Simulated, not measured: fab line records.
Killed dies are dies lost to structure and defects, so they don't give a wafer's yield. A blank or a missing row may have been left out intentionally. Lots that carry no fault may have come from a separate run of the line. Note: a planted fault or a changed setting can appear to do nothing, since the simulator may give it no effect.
The tool behind it: which one? :: flow n5Finfet :: Sampling: 12 lots, 36 wafers, 5 of 1938 route steps

WHAT EACH GAUGE READ, for each wafer
N5_BEOL_M7_OCD_MEAS_38.
lot: L075
measured: day 11 13:01
on: ocd-02
trenchDepthNm (nm): 94.3 94.3 95.0

lot: L076
measured: day 12 04:38
on: ocd-01
trenchDepthNm (nm): 92.4 93.3 91.3

lot: L079
measured: day 12 09:03
on: ocd-01
trenchDepthNm (nm): 92.7 92.7 94.2

lot: L082
measured: day 12 18:09
on: ocd-02
trenchDepthNm (nm): 91.0 92.7 94.0

lot: L083
measured: day 13 01:34
on: ocd-01
trenchDepthNm (nm): 92.3 94.5 95.7

lot: L085
measured: day 14 00:31
on: ocd-02
trenchDepthNm (nm): 93.2 92.6 90.5

lot: L087
measured: day 14 02:07
on: ocd-02
trenchDepthNm (nm): 92.7 91.1 91.4

lot: L089
measured: day 15 04:16
on: ocd-02
trenchDepthNm (nm): 94.5 94.6 93.2

lot: L092
measured: day 15 16:49
on: ocd-01
trenchDepthNm (nm): 94.4 95.4 94.4

lot: L091
measured: day 16 00:40
on: ocd-01
trenchDepthNm (nm): 94.2 93.4 93.5

lot: L095
measured: day 17 05:13
on: ocd-01
trenchDepthNm (nm): 93.2 91.2 92.8

lot: L094
measured: day 17 12:00
on: ocd-02
trenchDepthNm (nm): 92.3 91.9 91.8

EACH LOT AND THE TOOL THAT RAN IT (in order: tool; ch and the chambers of the sampled wafers; start)
lot: L075
N5_BEOL_M7_CURE_74: uvCure-02 ch 0, day 11 06:40
N5_BEOL_M7_STRIP_19: rieDiel-05 ch 1,2,3, day 11 09:58
N5_BEOL_M7_VIA_ETCH_34: rieDiel-02 ch 0,2, day 11 12:46
N5_BEOL_M7_STRIP_36: rieDiel-02 ch 0,2, day 11 12:49

lot: L076
N5_BEOL_M7_CURE_74: uvCure-01 ch 0, day 11 23:43
N5_BEOL_M7_STRIP_19: rieDiel-02 ch 1,2,3, day 12 02:14
N5_BEOL_M7_VIA_ETCH_34: rieDiel-03 ch 0,1,3, day 12 04:23
N5_BEOL_M7_STRIP_36: rieDiel-03 ch 0,1,3, day 12 04:26

lot: L079
N5_BEOL_M7_CURE_74: uvCure-01 ch 0, day 12 05:47
N5_BEOL_M7_STRIP_19: rieDiel-05 ch 0,1, day 12 08:07
N5_BEOL_M7_VIA_ETCH_34: rieDiel-05 ch 1,2,3, day 12 08:48
N5_BEOL_M7_STRIP_36: rieDiel-05 ch 1,2,3, day 12 08:51

lot: L082
N5_BEOL_M7_CURE_74: uvCure-01 ch 2, day 12 14:46
N5_BEOL_M7_STRIP_19: rieDiel-02 ch 0,2,3, day 12 16:56
N5_BEOL_M7_VIA_ETCH_34: rieDiel-05 ch 0,1, day 12 17:54
N5_BEOL_M7_STRIP_36: rieDiel-05 ch 0,1, day 12 17:57

lot: L083
N5_BEOL_M7_CURE_74: uvCure-01 ch 0, day 12 21:02
N5_BEOL_M7_STRIP_19: rieDiel-02 ch 1,2,3, day 12 23:38
N5_BEOL_M7_VIA_ETCH_34: rieDiel-02 ch 0,1,2, day 13 01:19
N5_BEOL_M7_STRIP_36: rieDiel-02 ch 0,1,2, day 13 01:22

lot: L085
N5_BEOL_M7_CURE_74: uvCure-02 ch 2, day 13 21:11
N5_BEOL_M7_STRIP_19: rieDiel-05 ch 0,1,2, day 13 23:17
N5_BEOL_M7_VIA_ETCH_34: rieDiel-05 ch 0,1,3, day 14 00:16
N5_BEOL_M7_STRIP_36: rieDiel-05 ch 0,1,3, day 14 00:19

lot: L087
N5_BEOL_M7_CURE_74: uvCure-03 ch 2, day 13 22:34
N5_BEOL_M7_STRIP_19: rieDiel-02 ch 0,1,3, day 14 00:55
N5_BEOL_M7_VIA_ETCH_34: rieDiel-03 ch 2,3, day 14 01:52
N5_BEOL_M7_STRIP_36: rieDiel-03 ch 2,3, day 14 01:55

lot: L089
N5_BEOL_M7_CURE_74: uvCure-01 ch 0, day 14 21:34
N5_BEOL_M7_STRIP_19: rieDiel-05 ch 2,3, day 15 03:05
N5_BEOL_M7_VIA_ETCH_34: rieDiel-05 ch 1,3, day 15 04:01
N5_BEOL_M7_STRIP_36: rieDiel-05 ch 1,3, day 15 04:04

lot: L092
N5_BEOL_M7_CURE_74: uvCure-02 ch 1, day 15 09:58
N5_BEOL_M7_STRIP_19: rieDiel-05 ch 0,1,2, day 15 14:31
N5_BEOL_M7_VIA_ETCH_34: rieDiel-05 ch 1,2,3, day 15 16:34
N5_BEOL_M7_STRIP_36: rieDiel-05 ch 1,2,3, day 15 16:37

lot: L091
N5_BEOL_M7_CURE_74: uvCure-01 ch 0, day 15 18:25
N5_BEOL_M7_STRIP_19: rieDiel-02 ch 0,2, day 15 21:50
N5_BEOL_M7_VIA_ETCH_34: rieDiel-05 ch 0,1,2, day 16 00:25
N5_BEOL_M7_STRIP_36: rieDiel-05 ch 0,1,2, day 16 00:28

lot: L095
N5_BEOL_M7_CURE_74: uvCure-02 ch 0, day 17 01:17
N5_BEOL_M7_STRIP_19: rieDiel-03 ch 0,1,2, day 17 03:31
N5_BEOL_M7_VIA_ETCH_34: rieDiel-02 ch 1,2,3, day 17 04:58
N5_BEOL_M7_STRIP_36: rieDiel-02 ch 1,2,3, day 17 05:01

lot: L094
N5_BEOL_M7_CURE_74: uvCure-01 ch 1, day 17 07:09
N5_BEOL_M7_STRIP_19: rieDiel-03 ch 0,1,3, day 17 09:03
N5_BEOL_M7_VIA_ETCH_34: rieDiel-03 ch 0,3, day 17 11:45
N5_BEOL_M7_STRIP_36: rieDiel-03 ch 0,3, day 17 11:49
- N5_BEOL_M7_CURE_74: cures SiCOH lowk, time 240 s.
- N5_BEOL_M7_STRIP_19: strips in O2.
- N5_BEOL_M7_VIA_ETCH_34: etches SiCOH lowk in C4F6/O2, target depth 125.5 nm, time 50.5 s.
- N5_BEOL_M7_STRIP_36: strips in N2/H2.

THE ANSWER, worked out from the rows above alone
Rule: the lots themselves supply what counts as usual. The widest of any qualifying gaps counts: lots, ordered by their means at a reading, are off when they make up no more than a third of the lots, leave a main group of 4 or more, and stand apart from it by 3 or more times the standard deviation of that group's means. The tables above print the reading to a certain number of digits; a main group whose means all agree to those digits is not used. A lot without any number at a reading at which 4 lots or more have one is off too. All remaining lots with rows at the step are treated as sound.
Nothing can be told from this: no lot is off at any reading shown.

WHAT THE SIMULATOR PUT IN
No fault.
